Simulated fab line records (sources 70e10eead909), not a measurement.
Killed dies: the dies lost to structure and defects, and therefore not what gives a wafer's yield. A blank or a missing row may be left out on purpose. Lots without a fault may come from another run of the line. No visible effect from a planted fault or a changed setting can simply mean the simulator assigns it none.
Shared-tool check :: flow nand harc :: Lots sampled 12, wafers sampled 36

== THE REASON FOR OPENING IT ==
At NHARC_A_SGD_CUT_CD_MEAS_09 the reading cd nm is flagged on 2 of 12 lots. Wafers without a fault read 100.0 nm, standard deviation 0.47.
Rule: a lot is flagged when every wafer of it that has a number lies more than 4 standard deviations from that mean, or none has a number. The rest of the lots are taken to be sound.

lot: L374
measured: day 19 15:28
on: cd sem-03
cd nm (nm), wafer by wafer: 100.3 100.1 100.4
flag: 

lot: L375
measured: day 19 15:40
on: cd sem-02
cd nm (nm), wafer by wafer: 99.1 100.3 99.2
flag: 

lot: L376
measured: day 20 00:08
on: cd sem-01
cd nm (nm), wafer by wafer: 99.8 99.4 99.7
flag: 

lot: L380
measured: day 22 04:18
on: cd sem-03
cd nm (nm), wafer by wafer: 100.8 100.0 100.5
flag: 

lot: L382
measured: day 22 05:40
on: cd sem-02
cd nm (nm), wafer by wafer: 100.1 100.3 100.5
flag: 

lot: L384
measured: day 23 11:38
on: cd sem-02
cd nm (nm), wafer by wafer: 99.7 99.7 99.8
flag: 

lot: L387
measured: day 24 01:10
on: cd sem-03
cd nm (nm), wafer by wafer: 100.1 99.6 100.0
flag: 

lot: L390
measured: day 25 14:37
on: cd sem-02
cd nm (nm), wafer by wafer: 70.2 69.6 69.7
flag: FLAGGED

lot: L389
measured: day 25 15:04
on: cd sem-01
cd nm (nm), wafer by wafer: 100.4 99.8 99.8
flag: 

lot: L388
measured: day 25 17:57
on: cd sem-01
cd nm (nm), wafer by wafer: 76.1 76.2 76.4
flag: FLAGGED

lot: L393
measured: day 27 07:59
on: cd sem-02
cd nm (nm), wafer by wafer: 100.2 100.4 99.8
flag: 

lot: L397
measured: day 28 12:31
on: cd sem-02
cd nm (nm), wafer by wafer: 100.8 100.8 100.2
flag: 
On average the flagged lots' numbers are 73.0 nm, which is -27.0 nm against the usual, or -57 standard deviations.

== WHICH TOOL EACH LOT WENT THROUGH ==
3 process steps preceding the reading are held in the record, out of 1302 steps in the route. Read each cell as the tool, then ch plus the chambers that the sampled wafers visited, then the start.
lot: L374
flag: 
NHARC_A_STAIRCASE_ETCH_444: rie diel-04 ch 0,2,3, day 19 08:28
NHARC_A_STAIRCASE_STRIP_475: rie diel-04 ch 0,1,2, day 19 14:35 or earlier
NHARC_A_SGD_CUT_EXPOSE_06: arfi scanner-02 ch 0, day 19 15:19

lot: L375
flag: 
NHARC_A_STAIRCASE_ETCH_444: rie diel-08 ch 1,2,3, day 19 08:23
NHARC_A_STAIRCASE_STRIP_475: rie diel-11 ch 2,3, day 19 14:52 or earlier
NHARC_A_SGD_CUT_EXPOSE_06: arfi scanner-01 ch 0, day 19 15:32

lot: L376
flag: 
NHARC_A_STAIRCASE_ETCH_444: rie diel-11 ch 2,3, day 19 16:49
NHARC_A_STAIRCASE_STRIP_475: rie diel-04 ch 2,3, day 19 23:20 or earlier
NHARC_A_SGD_CUT_EXPOSE_06: arfi scanner-03 ch 0, day 20 00:00

lot: L380
flag: 
NHARC_A_STAIRCASE_ETCH_444: rie diel-08 ch 0,1, day 21 20:25
NHARC_A_STAIRCASE_STRIP_475: rie diel-04 ch 0,2, day 22 03:30 or earlier
NHARC_A_SGD_CUT_EXPOSE_06: arfi scanner-01 ch 0, day 22 04:10

lot: L382
flag: 
NHARC_A_STAIRCASE_ETCH_444: rie diel-11 ch 0,3, day 21 20:55
NHARC_A_STAIRCASE_STRIP_475: rie diel-08 ch 0,2, day 22 04:53 or earlier
NHARC_A_SGD_CUT_EXPOSE_06: arfi scanner-01 ch 0, day 22 05:32

lot: L384
flag: 
NHARC_A_STAIRCASE_ETCH_444: rie diel-04 ch 2,3, day 23 03:28
NHARC_A_STAIRCASE_STRIP_475: rie diel-08 ch 0,1, day 23 10:51 or earlier
NHARC_A_SGD_CUT_EXPOSE_06: arfi scanner-03 ch 0, day 23 11:30

lot: L387
flag: 
NHARC_A_STAIRCASE_ETCH_444: rie diel-11 ch 0,1,2, day 23 18:23
NHARC_A_STAIRCASE_STRIP_475: rie diel-04 ch 0,3, day 24 00:29 or earlier
NHARC_A_SGD_CUT_EXPOSE_06: arfi scanner-03 ch 0, day 24 01:02

lot: L390
flag: FLAGGED
NHARC_A_STAIRCASE_ETCH_444: rie diel-11 ch 1,2,3, day 25 07:23
NHARC_A_STAIRCASE_STRIP_475: rie diel-04 ch 0,1, day 25 13:58 or earlier
NHARC_A_SGD_CUT_EXPOSE_06: arfi scanner-03 ch 0, day 25 14:29

lot: L389
flag: 
NHARC_A_STAIRCASE_ETCH_444: rie diel-08 ch 0,1,3, day 25 07:13
NHARC_A_STAIRCASE_STRIP_475: rie diel-04 ch 0,1,2, day 25 14:16 or earlier
NHARC_A_SGD_CUT_EXPOSE_06: arfi scanner-01 ch 0, day 25 14:55

lot: L388
flag: FLAGGED
NHARC_A_STAIRCASE_ETCH_444: rie diel-08 ch 0,2,3, day 25 11:09
NHARC_A_STAIRCASE_STRIP_475: rie diel-11 ch 0,1,3, day 25 17:10 or earlier
NHARC_A_SGD_CUT_EXPOSE_06: arfi scanner-03 ch 0, day 25 17:49

lot: L393
flag: 
NHARC_A_STAIRCASE_ETCH_444: rie diel-11 ch 2,3, day 26 23:56
NHARC_A_STAIRCASE_STRIP_475: rie diel-11 ch 1,2, day 27 07:19 or earlier
NHARC_A_SGD_CUT_EXPOSE_06: arfi scanner-02 ch 0, day 27 07:50

lot: L397
flag: 
NHARC_A_STAIRCASE_ETCH_444: rie diel-04 ch 1,2, day 28 04:47
NHARC_A_STAIRCASE_STRIP_475: rie diel-11 ch 0,1,2, day 28 11:51 or earlier
NHARC_A_SGD_CUT_EXPOSE_06: arfi scanner-02 ch 0, day 28 12:22
These steps, and what they do:
- NHARC_A_STAIRCASE_ETCH_444: etches the open film in C4F8/O2, target depth 20400 nm, time 6800 s.
- NHARC_A_STAIRCASE_STRIP_475: strips in O2, time 20 s.
- NHARC_A_SGD_CUT_EXPOSE_06: exposes mask SGD.
- NHARC_A_SGD_CUT_CD_MEAS_09: target cd 100 nm.

== FLAGGED OVER TOTAL, TOOL BY TOOL (the gauges that took the reading come last) ==
step: NHARC_A_STAIRCASE_ETCH_444
tool: rie diel-04
lots run: 3
flagged: 0
share of the flagged lots: none
sound lots run after its first flagged lot: -

step: NHARC_A_STAIRCASE_ETCH_444
tool: rie diel-08
lots run: 4
flagged: 1
share of the flagged lots: some
sound lots run after its first flagged lot: 0

step: NHARC_A_STAIRCASE_ETCH_444
tool: rie diel-11
lots run: 5
flagged: 1
share of the flagged lots: some
sound lots run after its first flagged lot: 1 (L393)

step: NHARC_A_STAIRCASE_STRIP_475
tool: rie diel-04
lots run: 6
flagged: 1
share of the flagged lots: some
sound lots run after its first flagged lot: 1 (L389)

step: NHARC_A_STAIRCASE_STRIP_475
tool: rie diel-08
lots run: 2
flagged: 0
share of the flagged lots: none
sound lots run after its first flagged lot: -

step: NHARC_A_STAIRCASE_STRIP_475
tool: rie diel-11
lots run: 4
flagged: 1
share of the flagged lots: some
sound lots run after its first flagged lot: 2 (L393,L397)

step: NHARC_A_SGD_CUT_EXPOSE_06
tool: arfi scanner-01
lots run: 4
flagged: 0
share of the flagged lots: none
sound lots run after its first flagged lot: -

step: NHARC_A_SGD_CUT_EXPOSE_06
tool: arfi scanner-02
lots run: 3
flagged: 0
share of the flagged lots: none
sound lots run after its first flagged lot: -

step: NHARC_A_SGD_CUT_EXPOSE_06
tool: arfi scanner-03
lots run: 5
flagged: 2
share of the flagged lots: all
sound lots run after its first flagged lot: 0

step: NHARC_A_SGD_CUT_CD_MEAS_09
tool: cd sem-01
lots run: 3
flagged: 1
share of the flagged lots: some
sound lots run after its first flagged lot: 0

step: NHARC_A_SGD_CUT_CD_MEAS_09
tool: cd sem-02
lots run: 6
flagged: 1
share of the flagged lots: some
sound lots run after its first flagged lot: 2 (L393,L397)

step: NHARC_A_SGD_CUT_CD_MEAS_09
tool: cd sem-03
lots run: 3
flagged: 0
share of the flagged lots: none
sound lots run after its first flagged lot: -
NHARC_A_STAIRCASE_STRIP_475: start missing for some lots; hours and lot order therefore follow NHARC_A_STAIRCASE_INSPECT_155.

== WHAT IS ALLOWED BY THE TABLE ==
In the table, 1 row covers all flagged lots: arfi scanner-03 at NHARC_A_SGD_CUT_EXPOSE_06.
- arfi scanner-03 at NHARC_A_SGD_CUT_EXPOSE_06: 2 of its 5 lots flagged. Last sound lot L387 at day 24 01:02, first flagged lot L390 at day 25 14:29; a fault beginning in between fits. Its own readings (exposure dose mJ cm2) fall more than 4 standard deviations out on all wafers of the flagged lots.
What remains is a single tool, arfi scanner-03 at NHARC_A_SGD_CUT_EXPOSE_06.

== WHAT THE SIMULATOR PUT IN ==
Drift in process parameters on arfi scanner-03 at NHARC_A_SGD_CUT_EXPOSE_06, starting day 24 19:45. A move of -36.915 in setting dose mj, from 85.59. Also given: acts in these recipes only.
Shown lots that were struck: L390, L388. This agrees with what the rule above found.
